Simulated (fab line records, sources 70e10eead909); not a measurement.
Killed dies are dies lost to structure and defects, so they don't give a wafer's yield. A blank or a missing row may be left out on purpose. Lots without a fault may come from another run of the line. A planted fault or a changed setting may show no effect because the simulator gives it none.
One fault seen from 2 desks | flow nand_harc | each desk has only its own numbers; what lay behind them comes last

THE METROLOGY DESK
What the gauges read, lot by lot, whatever tool the lot ran on: means of the sampled wafers that have a number. A lot is out of limits, marked OUT, if its mean lies more than 4 standard deviations from the usual mean; the brackets give that distance.
Columns: A = thk_nm at NHARC_P_M1_THK_MEAS_24, usual 157.6 nm
lot  | first seen here | A
L739 | day 6 14:04     | 156.8
L742 | day 6 20:55     | 153.2
L747 | day 8 02:23     | 157.6
L748 | day 8 14:53     | 156.8
L752 | day 9 12:32     | 155.1
L754 | day 10 04:47    | 157.5
L759 | day 10 19:09    | 156.9
L758 | day 10 21:20    | 159.2
L760 | day 11 10:49    | 156.8
L762 | day 11 13:57    | 158.8
L761 | day 11 18:49    | 158.3
This desk's finding: nothing out of limits on any of the 11 lots.

THE TOOL OWNER'S DESK: cmp-04
The tool's own readings at NHARC_P_M1_CMP_23 (polishes, t overpolish 20 s, target thk 157.82 nm): means of the sampled wafers that have a number, for each lot that ran on this tool. A lot is out of limits, marked OUT, if its mean lies more than 4 standard deviations from the usual mean; the brackets give that distance.
Columns: A = motor_current_A at NHARC_P_M1_CMP_23, usual 12.1 A; B = retaining_ring_pressure_frac at NHARC_P_M1_CMP_23, usual 1.000; C = time_to_endpoint_s at NHARC_P_M1_CMP_23, usual 28.2 s
lot  | first seen here | A    | B     | C
L739 | day 6 13:49     | 12.8 | 0.999 | 26.4
L742 | day 6 20:38     | 12.6 | 0.998 | 23.0
L747 | day 8 02:06     | 12.7 | 0.999 | 23.3
L748 | day 8 14:34     | 11.8 | 0.998 | 24.3
This desk's finding: nothing out of limits on any of the 4 lots.

PUT TOGETHER
The metrology desk saw nothing out of limits.
The tool owner's desk saw nothing out of limits.

WHAT THE SIMULATOR HAD PUT IN
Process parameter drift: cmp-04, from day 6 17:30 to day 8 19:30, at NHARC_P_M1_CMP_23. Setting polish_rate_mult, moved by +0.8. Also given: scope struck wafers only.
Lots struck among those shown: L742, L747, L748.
